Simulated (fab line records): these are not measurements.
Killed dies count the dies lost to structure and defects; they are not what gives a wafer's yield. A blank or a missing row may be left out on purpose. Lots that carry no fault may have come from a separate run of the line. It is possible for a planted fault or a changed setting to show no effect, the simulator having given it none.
Comparing a struck lot with a sound one	flow n5Finfet	30 out of 1938 route steps
Sound: wafers L958.3, L958.4, L958.6. The struck wafers were L967.2, L967.4. Last of all comes the cause.
At each step with rows: each side's tool, then ch and its chambers, then its first start. Under that, the readings that differ: sound wafers	struck wafers	difference of the means	sigmas: that difference in standard deviations of wafers without a fault.
alike: readings whose means differ by less than 2 such deviations, and words and numbers that are the same on both sides. not compared: withheld readings, readings that some wafer has no value for, bounds like >300 that may hide the same value, and numbers for which the record gives no deviation and whose values overlap.
A row with sigmas, a row that says differs or no value, or rows on one side alone: a step with any of these is where the two part. When numbers do not overlap yet have no deviation, they are printed without sigmas and do not part them. Lack of a reading on every wafer of one side parts them only where that side has two or more wafers.

first, 10 steps without rows for these wafers: N5_WELL_APT_DESCUM_30 (chemistry O2, time 7.9 s); N5_WELL_APT_IMPLANT_31; N5_WELL_APT_IMPLANT_32; N5_WELL_APT_STRIP_33 (strips in SPM, time 900 s); N5_WELL_APT_RTA_34 (time 10 s); N5_WELL_APT_OXIDE_STRIP_42 (strips SiO2 in dHF, time 45 s, target depth 12 nm); N5_WELL_APT_PRECLEAN_36 (cleans in O3/DIW, time 45 s); N5_WELL_APT_PRECLEAN_39 (cleans in dHF, time 60 s); N5_WELL_APT_SRD_37 (time 30 s); N5_WELL_APT_EPI_41 (deposits Si from SiH4/H2, target thk 50 nm, time 297.7 s).
N5_PMOS_HMC_CHANNEL_EPI_HM_DEP_34: deposits SiO2 from TEOS/O2, target thk 36 nm, time 6.9 s.
  sound on pecvd-02 ch 0,1,2, day 3 11:12; struck on pecvd-02 ch 0,1, day 5 17:01
reading	sound	struck	difference	sigmas
model.SiO2_of_PMOS_HMC_CHANNEL_EPI_HM_DEP_34.thkNm (nm)	36.34 36.56 37.1	57.27 58.31	+21.12	
  alike: heaterPowerW, showerheadPlenumPTorr, throttleValvePct
then, 15 steps without rows for these wafers: N5_PMOS_HMC_CHANNEL_EPI_COAT_31 (time 60 s, resist thk 66 nm); N5_PMOS_HMC_CHANNEL_EPI_COAT_03 (resist thk 205 nm); N5_PMOS_HMC_CHANNEL_EPI_EBR_05; N5_PMOS_HMC_CHANNEL_EPI_SOFTBAKE_04 (time 60 s); N5_PMOS_HMC_CHANNEL_EPI_EXPOSE_06 (exposes mask PMOS HMC BLK, target cd 240 nm); N5_PMOS_HMC_CHANNEL_EPI_PEB_07 (peb time 60 s); N5_PMOS_HMC_CHANNEL_EPI_DEVELOP_08 (develop time 30 s); N5_PMOS_HMC_CHANNEL_EPI_DESCUM_14 (chemistry O2, time 7.9 s); N5_PMOS_HMC_CHANNEL_EPI_ETCH_32 (etches BARC in N2/H2, stops on SiO2, target depth 85.8 nm, time 50.3 s); N5_PMOS_HMC_CHANNEL_EPI_HM_OPEN_15 (chemistry CHF3/O2, target SiO2, target depth 40.6 nm, time 20.3 s); N5_PMOS_HMC_CHANNEL_EPI_STRIP_33 (strips in N2/H2); N5_PMOS_HMC_CHANNEL_EPI_STRIP_17 (strips in SPM, time 750 s); N5_PMOS_HMC_CHANNEL_EPI_ETCH_38 (etches SiO2 in CF4, target depth 1.5 nm); N5_PMOS_HMC_CHANNEL_EPI_FIN_RECESS_16 (chemistry HBr/Cl2, target Si, target depth 54 nm, time 18 s); N5_PMOS_HMC_CHANNEL_EPI_PRECLEAN_36 (cleans in O3/DIW, time 45 s).
N5_PMOS_HMC_CHANNEL_EPI_PRECLEAN_18: cleans in DHF, time 30 s.
  sound on wetBench-01 ch 2,3,7, day 3 12:17; struck on wetBench-02 ch 0,1, day 5 18:04
reading	sound	struck	difference	sigmas
model.SiO2_of_PMOS_HMC_CHANNEL_EPI_HM_DEP_34.thkNm (nm)	25.05 25.32 25.87	46.06 47.08	+21.16	
then, 1 step without rows for these wafers: N5_PMOS_HMC_CHANNEL_EPI_SRD_19 (time 30 s).
-- here the record skips 8 days between the struck wafers' starts before and after, leaving off in module PMOS_HMC_CHANNEL_EPI and picking up in module BEOL_M4 (first step shown: number 1111 of the route) --
N5_BEOL_M4_RC_MEAS_101:
  sound on prober-01 ch 0, day 11 01:41; struck on prober-01 ch 0, day 13 14:06
  alike: DIBL_N, DIBL_P, IOFF_N, IOFF_P, ION_N, ION_P, SS_N, SS_P, VT_N, VT_P
-- here the record skips 5 days between the struck wafers' starts before and after, leaving off in module BEOL_M4 and picking up in module PASSIVATION (first step shown: number 1936 of the route) --
N5_PASSIVATION_PROBE_49:
  sound: prober-01 at day 15 05:30; struck: prober-02 at day 18 06:31
  alike: defectLimitedYield, killed_at_M0_to_M3, killed_at_M4_up, killedAtContacts, killedAtFrontEnd, killedAtOther, killedDies, killedOpen, killedShort, sort_bin_5_function, sort_bin_6_memory, sortNPass, sortYieldPct

WHERE THEY PART
Nowhere in this record.

WHY: what the simulator had put in
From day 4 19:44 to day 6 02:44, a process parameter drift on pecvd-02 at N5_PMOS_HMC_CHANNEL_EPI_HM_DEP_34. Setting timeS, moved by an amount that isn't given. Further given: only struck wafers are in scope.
